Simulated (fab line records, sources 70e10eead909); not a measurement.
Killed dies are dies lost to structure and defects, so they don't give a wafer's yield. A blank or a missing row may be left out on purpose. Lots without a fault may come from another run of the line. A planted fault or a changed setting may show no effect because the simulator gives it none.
fab line records | flow nand_harc
record lots=6 wafers=18 last_day=33
route steps=1302 shown A_SGD_CUT@896 END@1302
lots that met no fault: from a run of the same line without faults
start_h: hours from the record's first day to the start of the lot's first wafer shown | wait_h: hours since the lot's step before | " the same as in the row above | L1.1+2: a row that stands for several wafers | - no value, or no start given | * or withheld: withheld | < > ~ a bound
route shown NAME@n: a module of which the file shows steps, and the number in the route of the first | usual: mean/standard deviation of fault-free wafers | same: alike in all rows | chamber/n: place in a boat | sites: the reading at each site | _std_site: their standard deviation | _edge_site: outer sites' mean less inner sites' | radius_mm: how far each site lies from the wafer's centre | mask NAME#n: copy n | behind: the tool/chamber that last shaped the wafer | hold: why the lot was held/for how many hours/how that ended | device: the transistor (n, p or np) that didn't switch | end of line: the same wafers' tests at the end of the route | a step without rows: its recipe alone | killed: dies lost to structure and defects at the first sort, not the wafer's yield | map: a wafer's dies, x killed, . not, _ none there
set.NAME: the setting as run; set.NAME@STEP: as run at that earlier step | model.NAME: the simulator's own value behind a step, which no gauge read
lots at some steps of the route; a table a step, a row a wafer
services: from which hour (start_h, from the record's first day; less than 0 if before it) a tool's chamber was out of use, for how many hours, and why
## steps
# step NHARC_A_SGD_CUT_SOFTBAKE_04
# recipe temp_c=105 time_s=55
# step NHARC_A_SGD_CUT_EBR_05
# step NHARC_A_SGD_CUT_EXPOSE_06
# recipe na=1.35 dose_mj=85.59 mask_id=SGD
# step NHARC_A_SGD_CUT_PEB_07
# recipe peb_temp_c=100 peb_time_s=65
# step NHARC_A_SGD_CUT_DEVELOP_08
# recipe develop_time_s=35 dev_temp_c=23
# step NHARC_A_SGD_CUT_CD_MEAS_09
# recipe target_cd_nm=100 landing_energy_ev=500
# usual cd_nm=100.0/0.66
# same landing_energy_ev=500
# columns lot.wafer tool chamber start_h wait_h cd_nm
L948.4 cd_sem-03 0 455.05 - 101.0
L948.5 " 0 " " 99.6
L948.6 " 0 " " 99.2
L955.1 cd_sem-02 0 524.29 - 100.4
L955.2 " 0 " " 99.7
L955.5 " 0 " " 100.5
L962.3 cd_sem-03 0 599.10 - 99.5
L962.5 " 0 " " 100.0
L962.6 " 0 " " 99.2
L964.2 cd_sem-03 0 609.17 - 100.5
L964.3 " 0 " " 101.2
L964.6 " 0 " " 101.0
L967.3 cd_sem-01 0 638.63 - 99.2
L967.5 " 0 " " 98.9
L967.6 " 0 " " 98.8
L968.1 cd_sem-01 0 654.64 - 98.7
L968.4 " 0 " " 99.5
L968.5 " 0 " " 99.1
# step NHARC_A_SGD_CUT_OVL_MEAS_10
# usual overlay_x_nm=-0.1/0.69 overlay_y_nm=0.0/0.85
# columns lot.wafer tool chamber start_h wait_h overlay_x_nm overlay_y_nm
L948.4 overlay-01 - 455.14 - 0.0 0.5
L948.5 " - " " 0.3 0.7
L948.6 " - " " 0.0 0.7
L955.1 overlay-01 - 524.38 - -0.4 -0.2
L955.2 " - " " -0.7 0.7
L955.5 " - " " -0.5 0.3
L962.3 overlay-01 - 599.18 - -0.2 0.9
L962.5 " - " " -0.3 0.8
L962.6 " - " " -0.6 0.9
L964.2 overlay-01 - 609.26 - 0.4 -0.1
L964.3 " - " " 0.2 -0.9
L964.6 " - " " 0.2 -0.5
L967.3 overlay-01 - 638.72 - 0.8 2.3
L967.5 " - " " 1.2 2.6
L967.6 " - " " 0.8 2.0
L968.1 overlay-02 - 654.73 - -0.5 -0.1
L968.4 " - " " 0.1 -0.5
L968.5 " - " " -0.3 0.3
# step NHARC_A_SGD_CUT_INSPECT_11
# usual raw_defect_count=58/35
# columns lot.wafer tool chamber start_h wait_h raw_defect_count
L948.4 defect_inspect-02 - 455.17 0.0 108
L948.5 " - " " 113
L948.6 " - " " 129
L955.1 defect_inspect-02 - 524.41 0.0 31
L955.2 " - " " 29
L955.5 " - " " 34
L962.3 defect_inspect-02 - 599.22 0.0 87
L962.5 " - " " 100
L962.6 " - " " 86
L964.2 defect_inspect-01 - 609.29 0.0 64
L964.3 " - " " 63
L964.6 " - " " 52
L967.3 defect_inspect-01 - 638.76 0.0 75
L967.5 " - " " 62
L967.6 " - " " 67
L968.1 defect_inspect-02 - 654.77 0.0 18
L968.4 " - " " 33
L968.5 " - " " 31
# step NHARC_A_SGD_CUT_DESCUM_14
# recipe time_s=3 o2_flow_sccm=200 ar_flow_sccm=0 bias_power_w=0 chemistry=O2
# usual drypump_motor_current_A=5.7/0.45 oes_product_au=1.000/0.013 rf_vpp_V=57.7/0.91 showerhead_plenum_p_Torr=1.91/0.078 throttle_valve_pct=11.310/0.0084
# columns lot.wafer tool chamber start_h wait_h drypump_motor_current_A oes_product_au rf_hours_counter_h rf_vpp_V showerhead_plenum_p_Torr throttle_valve_pct
L948.4 rie_diel-12 1 455.24 0.1 5.4 1.016 0 58.1 1.85 11.327
L948.5 " 0 " " 5.3 1.015 - 57.7 1.78 11.305
L948.6 " 1 " " 5.4 1.014 - 58.4 1.85 11.312
L955.1 rie_diel-01 0 524.47 0.1 6.1 1.019 12 56.3 1.87 11.291
L955.2 " 2 " " 6.2 0.965 12 57.9 1.86 11.316
L955.5 " 1 " " 6.6 0.991 - 57.3 1.93 11.308
L962.3 rie_diel-12 0 599.29 0.1 5.3 1.008 9 57.7 1.78 11.304
L962.6 " 2 " " 5.3 1.004 - 58.7 1.89 11.321
L962.5 " 3 " " 5.5 1.010 - 56.6 1.81 11.313
L964.3 rie_diel-12 3 609.35 0.1 5.5 1.004 9 57.8 1.81 11.307
L964.2 " 2 " " 5.4 0.997 9 57.6 1.89 11.314
L964.6 " 0 " " 5.3 1.008 - 56.1 1.78 11.305
L967.3 rie_diel-01 3 638.82 0.1 5.6 0.995 4 58.4 1.94 11.307
L967.6 " 2 " " 6.2 1.007 - 56.9 1.86 11.320
L967.5 " 3 " " 5.6 1.001 - 58.3 1.94 11.319
L968.4 rie_diel-01 3 654.83 0.1 5.6 1.000 6 58.7 1.94 11.302
L968.1 " 0 " " 6.1 1.018 6 57.0 1.86 11.297
L968.5 " 0 " " 6.1 1.014 - 56.2 1.87 11.316
# step NHARC_A_SGD_CUT_ETCH_58
# recipe target_depth_a=390 over_etch_frac=0.3 time_s=65 ion_energy_ev=80 cf4_flow_sccm=150 ar_flow_sccm=0 rf_w=300 bias_w=100 chemistry=CF4
# usual drypump_motor_current_A=5.7/0.47 oes_product_au=1.002/0.013 rf_vpp_V=151.2/1.1 run_length_s=86.5/0.53 showerhead_plenum_p_Torr=1.76/0.067 throttle_valve_pct=13.284/0.0082
# columns lot.wafer tool chamber start_h wait_h drypump_motor_current_A oes_product_au rf_hours_counter_h rf_vpp_V run_length_s showerhead_plenum_p_Torr throttle_valve_pct
L948.4 rie_diel-12 1 455.32 0.1 5.3 1.016 0 151.7 86.4 1.71 13.295
L948.5 " 0 " " 5.3 1.017 - 149.4 86.6 1.66 13.298
L948.6 " 1 " " 5.4 1.014 - 151.3 86.6 1.71 13.282
L955.1 rie_diel-01 0 524.56 0.1 6.1 1.025 12 150.3 87.2 1.73 13.286
L955.2 " 1 " " 6.6 1.007 12 151.6 86.9 1.78 13.281
L955.5 " 0 " " 6.1 1.026 - 151.3 86.6 1.73 13.277
L962.3 rie_diel-12 3 599.36 0.1 5.5 1.000 9 150.7 86.9 1.68 13.271
L962.5 " 3 " " 5.5 1.000 - 149.5 86.8 1.68 13.277
L962.6 " 0 " " 5.3 1.013 - 148.9 86.7 1.65 13.281
L964.2 rie_diel-12 3 609.44 0.1 5.5 1.007 9 151.2 86.9 1.68 13.278
L964.3 " 2 " " 5.3 0.993 9 151.5 86.1 1.75 13.288
L964.6 " 3 " " 5.5 0.998 - 150.3 86.7 1.68 13.282
L967.3 rie_diel-01 2 638.90 0.1 6.2 1.001 4 150.9 87.1 1.72 13.277
L967.5 " 2 " " 6.2 1.006 - 149.5 86.6 1.72 13.307
L967.6 " 3 " " 5.6 1.005 - 151.3 86.9 1.79 13.282
L968.1 rie_diel-01 2 654.92 0.1 6.2 0.996 6 151.3 86.9 1.72 13.299
L968.4 " 3 " " 5.6 0.999 6 151.9 86.5 1.79 13.284
L968.5 " 1 " " 6.7 0.986 - 151.4 86.5 1.78 13.298
# step NHARC_A_SGD_CUT_ETCH_59
# recipe target_depth_a=2600 over_etch_frac=0.25 time_s=406.25 ion_energy_ev=200 n2_flow_sccm=150 h2_flow_sccm=150 ar_flow_sccm=0 rf_w=400 bias_w=150 chemistry=N2/H2
# usual drypump_motor_current_A=5.7/0.46 oes_product_au=1.002/0.013 rf_vpp_V=430.2/2.4 run_length_s=427.7/0.52 showerhead_plenum_p_Torr=2.03/0.085 throttle_valve_pct=14.170/0.0098
# columns lot.wafer tool chamber start_h wait_h drypump_motor_current_A oes_product_au rf_hours_counter_h rf_vpp_V run_length_s showerhead_plenum_p_Torr throttle_valve_pct
L948.4 rie_diel-12 2 - - 5.3 0.985 0 429.9 427.3 2.02 14.186
L948.5 " 0 " " 5.3 1.011 - 425.0 428.0 1.90 14.172
L948.6 " 1 " " 5.3 1.021 - 428.5 427.7 1.97 14.174
L955.1 rie_diel-01 1 - - 6.6 1.002 12 429.8 428.2 2.06 14.168
L955.2 " 3 " " 5.6 0.980 13 431.6 428.0 2.07 14.163
L955.5 " 0 " " 6.1 1.027 - 428.8 427.9 1.99 14.172
L962.3 rie_diel-12 1 - - 5.4 1.016 9 429.1 427.7 1.96 14.172
L962.5 " 2 " " 5.4 0.993 - 430.0 427.4 2.01 14.168
L962.6 " 3 " " 5.5 1.009 - 426.6 428.1 1.93 14.175
L964.2 rie_diel-12 1 - - 5.4 1.020 9 428.1 427.3 1.96 14.173
L964.3 " 2 " " 5.4 0.995 9 428.6 427.5 2.01 14.174
L964.6 " 0 " " 5.4 1.005 - 424.6 427.7 1.89 14.159
L967.3 rie_diel-01 1 - - 6.6 0.991 5 431.1 427.5 2.05 14.194
L967.5 " 2 " " 6.2 1.002 - 428.3 428.1 1.98 14.166
L967.6 " 3 " " 5.6 0.999 - 430.4 428.3 2.07 14.161
L968.4 rie_diel-01 1 - - 6.6 0.991 6 430.9 427.9 2.05 14.171
L968.1 " 2 " " 6.2 0.993 6 430.2 428.2 1.98 14.185
L968.5 " 2 " " 6.2 0.982 - 430.1 428.1 1.98 14.178
# step NHARC_A_SGD_CUT_ETCH_15
# recipe target_depth_a=750 time_s=64.3 ch3f_flow_sccm=50 o2_flow_sccm=30 ar_flow_sccm=200 rf_w=500 bias_w=100 chemistry=CH3F/O2
# usual drypump_motor_current_A=5.7/0.46 oes_product_au=0.967/0.019 rf_vpp_V=263.7/1.6 run_length_s=85.8/0.51 showerhead_plenum_p_Torr=2.45/0.095 throttle_valve_pct=20.662/0.0089
# columns lot.wafer tool chamber start_h wait_h drypump_motor_current_A oes_product_au rf_hours_counter_h rf_vpp_V run_length_s showerhead_plenum_p_Torr throttle_valve_pct
L948.4 rie_diel-12 2 - - 5.4 0.966 0 263.5 85.3 2.43 20.679
L948.5 " 3 " " 5.5 0.980 - 260.9 86.2 2.33 20.675
L948.6 " 0 " " 5.4 0.975 - 262.6 85.9 2.30 20.664
L955.2 rie_diel-01 1 - - 6.6 0.969 12 263.4 85.6 2.48 20.664
L955.1 " 3 " " 5.6 0.961 13 265.7 86.1 2.50 20.660
L955.5 " 1 " " 6.6 0.967 - 264.3 85.6 2.48 20.664
L962.3 rie_diel-12 0 - - 5.3 0.998 9 261.7 86.5 2.29 20.660
L962.5 " 0 " " 5.4 0.995 - 260.1 86.0 2.29 20.658
L962.6 " 1 " " 5.3 0.992 - 262.0 85.6 2.37 20.672
L964.2 rie_diel-12 1 - - 5.4 0.979 9 262.2 85.6 2.37 20.659
L964.3 " 3 " " 5.5 0.952 10 262.7 86.3 2.33 20.661
L964.6 " 1 " " 5.4 0.984 - 262.1 85.9 2.37 20.658
L967.3 rie_diel-01 1 - - 6.6 0.968 5 266.0 85.8 2.47 20.664
L967.5 " 3 " " 5.6 0.959 - 263.9 86.0 2.49 20.665
L967.6 " 0 " " 6.1 0.981 - 263.0 86.1 2.40 20.660
L968.1 rie_diel-01 1 - - 6.6 0.974 6 262.3 85.6 2.47 20.680
L968.4 " 2 " " 6.2 0.974 6 262.3 85.8 2.39 20.671
L968.5 " 2 " " 6.2 0.982 - 264.2 86.1 2.39 20.664
# step NHARC_A_SGD_CUT_ETCH_16
# recipe target_depth_a=3105 time_s=155.2 c4f8_flow_sccm=withheld o2_flow_sccm=8 ar_flow_sccm=withheld rf_w=600 bias_w=800 chemistry=C4F8/O2/Ar
# usual oes_product_au=0.975/0.017 rf_vpp_V=723/4 run_length_s=176.7/0.52
# columns lot.wafer tool chamber start_h wait_h oes_product_au rf_hours_counter_h rf_vpp_V run_length_s
L948.4 rie_diel-12 2 455.84 - 0.977 0 722 176.6
L948.5 " 3 " " 0.991 - 719 177.6
L948.6 " 0 " " 0.996 - 717 176.7
L955.1 rie_diel-01 3 525.07 - 0.970 13 725 177.5
L955.2 " 0 " " 0.995 12 720 176.7
L955.5 " 1 " " 0.973 - 724 176.6
L962.3 rie_diel-12 1 599.89 - 1.004 9 717 66.7
L962.5 " 2 " " 0.964 - 722 176.2
L962.6 " 3 " " 0.986 - 719 67.1
L964.2 rie_diel-12 2 609.92 - 0.964 9 722 66.5
L964.3 " 1 " " 0.998 9 719 66.5
L964.6 " 3 " " 0.957 - 715 67.6
L967.3 rie_diel-01 2 639.41 - 0.983 5 720 177.3
L967.5 " 0 " " 0.991 - 720 176.9
L967.6 " 1 " " 0.984 - 722 176.6
L968.1 rie_diel-01 2 655.40 - 0.981 6 721 176.8
L968.4 " 0 " " 0.975 6 723 176.9
L968.5 " 2 " " 0.983 - 721 176.7
# step NHARC_A_SGD_CUT_STRIP_60
# recipe c4f8_flow_sccm=withheld o2_flow_sccm=8 ar_flow_sccm=withheld bias_w=0 chemistry=C4F8/O2/Ar
# step NHARC_END_SORT_01
# recipe temp_c=25
# usual killed_at_array=61/26 killed_at_other=0.8/1.1 killed_at_periphery=4.0/2.6 killed_dies=66/26 killed_open=3.1/1.7 killed_short=2.5/1.5
# same gross_dies=677
# columns lot.wafer tool chamber start_h wait_h hold killed_at_array killed_at_other killed_at_periphery killed_dies killed_open killed_short
L955.1 prober-01 0 642.74 2.5 - 40 0 3 43 5 6
L955.2 prober-01 0 643.54 2.8 - 41 1 4 46 3 2
L955.5 prober-01 0 645.93 3.7 - 34 4 2 40 1 1
L962.3 prober-02 0 727.80 3.1 await_dispo/2.5h/release 670 3 4 677 4 3
L962.5 prober-02 0 729.38 3.7 await_dispo/2.5h/release 106 0 2 108 3 5
L962.6 prober-02 0 730.17 3.9 await_dispo/2.5h/release 673 2 2 677 2 6
L964.2 prober-01 0 739.42 2.8 await_dispo/4.4h/release 669 0 8 677 1 1
L964.3 prober-01 0 740.23 3.1 await_dispo/4.4h/release 665 0 12 677 5 0
L964.6 prober-01 0 742.68 4.1 await_dispo/4.4h/release 667 0 10 677 8 0
L967.3 prober-01 0 764.51 3.1 - 91 0 6 97 1 5
L967.5 prober-01 0 766.13 3.7 - 73 0 1 74 3 1
L967.6 prober-01 0 766.94 4.0 - 89 1 6 96 2 2
L968.1 prober-01 0 780.26 2.5 - 38 2 1 41 2 2
L968.4 prober-01 0 782.66 3.4 - 44 3 5 52 3 3
L968.5 prober-01 0 783.46 3.7 - 43 4 3 50 4 1
# killed by level:class
L955.1 A_CHANNEL_HOLE_D2:chamber_film_flake=15 A_CONTACT:chamber_film_flake=4 A_CHANNEL_HOLE_D1:chamber_film_flake=3 A_CHANNEL_FILL_D2:geometric_particle:open=2 A_ZERO_WELL:chamber_film_flake=2 A_CHANNEL_FILL_D1:chamber_film_flake=2 A_DECK1_JOINT:chamber_film_flake=2 A_SLIT:chamber_film_flake=2
L955.2 A_CHANNEL_HOLE_D2:chamber_film_flake=16 A_SLIT:chamber_film_flake=7 A_CHANNEL_HOLE_D1:chamber_film_flake=4 A_WL_FILL:chamber_film_flake=3 A_CONTACT:chamber_film_flake=3 P_ZERO_WELL:chamber_film_flake=2 A_STAIRCASE:chamber_film_flake=2 P_CONTACT:geometric_particle:open=1
L955.5 A_CHANNEL_HOLE_D2:chamber_film_flake=14 A_CHANNEL_HOLE_D1:chamber_film_flake=8 A_SLIT:chamber_film_flake=5 THIN_TSV:chamber_film_flake=4 A_CONTACT:chamber_film_flake=3 A_CHANNEL_FILL_D1:geometric_particle:open=1 A_SGD_CUT:geometric_particle:short=1 P_STI:chamber_film_flake=1
L962.3 A_SGD_CUT:area_etch=585 A_CHANNEL_HOLE_D1:chamber_film_flake=32 A_SLIT:chamber_film_flake=22 A_CHANNEL_HOLE_D2:chamber_film_flake=19 A_CONTACT:chamber_film_flake=3 THIN_TSV:chamber_film_flake=3 A_SGD_CUT:geometric_particle:short=2 P_STI:chamber_film_flake=2
L962.5 A_CHANNEL_HOLE_D1:chamber_film_flake=38 A_SLIT:chamber_film_flake=31 A_CHANNEL_HOLE_D2:chamber_film_flake=24 A_ZERO_WELL:chamber_film_flake=3 A_CONTACT:chamber_film_flake=2 P_CONTACT:geometric_particle:open=1 A_SOURCE_PLATE:geometric_particle:short=1 A_ONON_D1:geometric_particle:short=1
L962.6 A_SGD_CUT:area_etch=589 A_SLIT:chamber_film_flake=30 A_CHANNEL_HOLE_D1:chamber_film_flake=23 A_CHANNEL_HOLE_D2:chamber_film_flake=20 P_CONTACT:geometric_particle:short=2 A_BLC:geometric_particle:open=2 A_STAIRCASE:chamber_film_flake=2 THIN_TSV:chamber_film_flake=2
L964.2 A_SGD_CUT:area_etch=612 A_CHANNEL_HOLE_D1:chamber_film_flake=22 A_CHANNEL_HOLE_D2:chamber_film_flake=20 A_CONTACT:chamber_film_flake=9 P_CONTACT:chamber_film_flake=6 A_ZERO_WELL:chamber_film_flake=2 A_STAIRCASE:chamber_film_flake=2 P_CONTACT:geometric_particle:short=1
L964.3 A_SGD_CUT:area_etch=611 A_CHANNEL_HOLE_D2:chamber_film_flake=23 P_CONTACT:chamber_film_flake=9 A_CHANNEL_HOLE_D1:chamber_film_flake=9 A_CONTACT:chamber_film_flake=8 A_SLIT:chamber_film_flake=5 A_ZERO_WELL:chamber_film_flake=3 A_ONON_D1:geometric_particle:open=1
L964.6 A_SGD_CUT:area_etch=614 A_CHANNEL_HOLE_D2:chamber_film_flake=23 A_CHANNEL_HOLE_D1:chamber_film_flake=10 A_CONTACT:chamber_film_flake=8 P_CONTACT:chamber_film_flake=7 A_SLIT:chamber_film_flake=4 A_ONON_D1:geometric_particle:open=3 A_M1:geometric_particle:open=2
L967.3 A_CHANNEL_HOLE_D2:chamber_film_flake=32 A_SLIT:chamber_film_flake=27 A_CHANNEL_HOLE_D1:chamber_film_flake=12 A_CONTACT:chamber_film_flake=9 P_STI:chamber_film_flake=3 A_WL_FILL:chamber_film_flake=3 A_STAIRCASE:chamber_film_flake=2 P_M0:geometric_particle:short=1
L967.5 A_SLIT:chamber_film_flake=21 A_CHANNEL_HOLE_D2:chamber_film_flake=20 A_CHANNEL_HOLE_D1:chamber_film_flake=18 A_STAIRCASE:chamber_film_flake=3 A_WL_FILL:chamber_film_flake=2 A_CONTACT:chamber_film_flake=2 A_M0:chamber_film_flake=2 P_M2:geometric_particle:open=1
L967.6 A_SLIT:chamber_film_flake=30 A_CHANNEL_HOLE_D2:chamber_film_flake=23 A_CHANNEL_HOLE_D1:chamber_film_flake=15 A_CONTACT:chamber_film_flake=13 P_ZERO_WELL:chamber_film_flake=2 A_WL_FILL:chamber_film_flake=2 P_GATE:geometric_particle:open=1 P_M0:geometric_particle:open=1
L968.1 A_CHANNEL_HOLE_D1:chamber_film_flake=13 A_SLIT:chamber_film_flake=8 A_CONTACT:chamber_film_flake=7 A_CHANNEL_FILL_D1:chamber_film_flake=2 A_STAIRCASE:chamber_film_flake=2 P_M0:geometric_particle:short=1 A_ONON_D2:geometric_particle:open=1 A_ONON_D2:geometric_particle:short=1
L968.4 A_CHANNEL_HOLE_D1:chamber_film_flake=19 A_SLIT:chamber_film_flake=7 A_CONTACT:chamber_film_flake=7 P_GATE:chamber_film_flake=2 A_CHANNEL_FILL_D1:chamber_film_flake=2 A_CHANNEL_FILL_D2:chamber_film_flake=2 THIN_TSV:chamber_film_flake=2 P_GATE:geometric_particle:open=1
L968.5 A_CHANNEL_HOLE_D1:chamber_film_flake=19 A_SLIT:chamber_film_flake=8 A_CONTACT:chamber_film_flake=5 P_BONDPAD:chamber_film_flake=3 A_STAIRCASE:chamber_film_flake=3 THIN_TSV:chamber_film_flake=3 A_M1:geometric_particle:open=2 A_CHANNEL_HOLE_D2:chamber_film_flake=2
# map L962.3 (x killed, . not)
____________x____________
_________xxxxxxx_________
_______xxxxxxxxxxx_______
______xxxxxxxxxxxxx______
_____xxxxxxxxxxxxxxx_____
____xxxxxxxxxxxxxxxxx____
____xxxxxxxxxxxxxxxxx____
___xxxxxxxxxxxxxxxxxxx___
___xxxxxxxxxxxxxxxxxxx___
__xxxxxxxxxxxxxxxxxxxxx__
__xxxxxxxxxxxxxxxxxxxxx__
_xxxxxxxxxxxxxxxxxxxxxxx_
_xxxxxxxxxxxxxxxxxxxxxxx_
_xxxxxxxxxxxxxxxxxxxxxxx_
_xxxxxxxxxxxxxxxxxxxxxxx_
_xxxxxxxxxxxxxxxxxxxxxxx_
xxxxxxxxxxxxxxxxxxxxxxxxx
xxxxxxxxxxxxxxxxxxxxxxxxx
xxxxxxxxxxxxxxxxxxxxxxxxx
xxxxxxxxxxxxxxxxxxxxxxxxx
xxxxxxxxxxxxxxxxxxxxxxxxx
_xxxxxxxxxxxxxxxxxxxxxxx_
_xxxxxxxxxxxxxxxxxxxxxxx_
_xxxxxxxxxxxxxxxxxxxxxxx_
_xxxxxxxxxxxxxxxxxxxxxxx_
_xxxxxxxxxxxxxxxxxxxxxxx_
__xxxxxxxxxxxxxxxxxxxxx__
__xxxxxxxxxxxxxxxxxxxxx__
___xxxxxxxxxxxxxxxxxxx___
___xxxxxxxxxxxxxxxxxxx___
____xxxxxxxxxxxxxxxxx____
____xxxxxxxxxxxxxxxxx____
_____xxxxxxxxxxxxxxx_____
______xxxxxxxxxxxxx______
_______xxxxxxxxxxx_______
_________xxxxxxx_________
____________x____________
# map L964.2 (x killed, . not)
____________x____________
_________xxxxxxx_________
_______xxxxxxxxxxx_______
______xxxxxxxxxxxxx______
_____xxxxxxxxxxxxxxx_____
____xxxxxxxxxxxxxxxxx____
____xxxxxxxxxxxxxxxxx____
___xxxxxxxxxxxxxxxxxxx___
___xxxxxxxxxxxxxxxxxxx___
__xxxxxxxxxxxxxxxxxxxxx__
__xxxxxxxxxxxxxxxxxxxxx__
_xxxxxxxxxxxxxxxxxxxxxxx_
_xxxxxxxxxxxxxxxxxxxxxxx_
_xxxxxxxxxxxxxxxxxxxxxxx_
_xxxxxxxxxxxxxxxxxxxxxxx_
_xxxxxxxxxxxxxxxxxxxxxxx_
xxxxxxxxxxxxxxxxxxxxxxxxx
xxxxxxxxxxxxxxxxxxxxxxxxx
xxxxxxxxxxxxxxxxxxxxxxxxx
xxxxxxxxxxxxxxxxxxxxxxxxx
xxxxxxxxxxxxxxxxxxxxxxxxx
_xxxxxxxxxxxxxxxxxxxxxxx_
_xxxxxxxxxxxxxxxxxxxxxxx_
_xxxxxxxxxxxxxxxxxxxxxxx_
_xxxxxxxxxxxxxxxxxxxxxxx_
_xxxxxxxxxxxxxxxxxxxxxxx_
__xxxxxxxxxxxxxxxxxxxxx__
__xxxxxxxxxxxxxxxxxxxxx__
___xxxxxxxxxxxxxxxxxxx___
___xxxxxxxxxxxxxxxxxxx___
____xxxxxxxxxxxxxxxxx____
____xxxxxxxxxxxxxxxxx____
_____xxxxxxxxxxxxxxx_____
______xxxxxxxxxxxxx______
_______xxxxxxxxxxx_______
_________xxxxxxx_________
____________x____________
## services
# columns tool chamber start_h hours kind
rie_diel-01 0 438.80 - clean
rie_diel-01 1 438.80 - clean
rie_diel-01 2 438.80 - clean
rie_diel-01 3 438.80 - clean
rie_diel-12 - 445.40 9.0 pm
rie_diel-12 0 445.40 9.0 vent_cycle
rie_diel-12 1 445.40 9.0 vent_cycle
rie_diel-12 2 445.40 9.0 vent_cycle
rie_diel-12 3 445.40 9.0 vent_cycle
rie_diel-12 0 454.40 - clean
rie_diel-12 1 454.40 - clean
rie_diel-12 2 454.40 - clean
rie_diel-12 3 454.40 - clean
rie_diel-12 - 461.58 1.1 repair
rie_diel-01 0 463.30 - clean
rie_diel-01 1 463.30 - clean
rie_diel-01 2 463.30 - clean
rie_diel-01 3 463.30 - clean
rie_diel-12 1 483.84 15.0 repair
rie_diel-12 2 546.67 2.7 repair
rie_diel-01 2 554.58 22.1 repair
rie_diel-01 - 557.80 9.0 pm
rie_diel-12 - 622.40 9.0 pm
rie_diel-12 - 646.87 0.3 repair
## key
first_sign step=NHARC_A_SGD_CUT_ETCH_16 reading=run_length_s direction=down sigmas=99+ usual=* struck=*
effect step=NHARC_END_SORT_01 reading=killed_at_array direction=up sigmas=24 usual=61 struck=669
more_kills_born_at NHARC_A_SGD_CUT_ETCH_16@rie_diel-12=3011
met_at NHARC_A_SGD_CUT_ETCH_16
struck_wafers L962.3,L962.6,L964.2,L964.3,L964.6
later_rows_left_out L962.3,L962.6,L964.2,L964.3,L964.6
tester_left_out L962,L964
onset_between 455.84 599.89
fault kind=process_parameter_drift tool=rie_diel-12 chamber=- onset_h=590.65 steps=NHARC_A_SGD_CUT_ETCH_16 channel=time_s offset=* shape=step end_h=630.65 scope=struck_wafers_only acts_in=* stated=*
# tester_left_out: of these lots the tester's yield and bins aren't shown, on N5 and GAA mostly nor the transistor test; their killed dies are dies lost to structure and defects alone, not to doping, threshold or leakage, so they don't give the yield
# later_rows_left_out: the simulator's readings of these wafers behind a module that went badly wrong aren't trusted and aren't shown, but for the sort
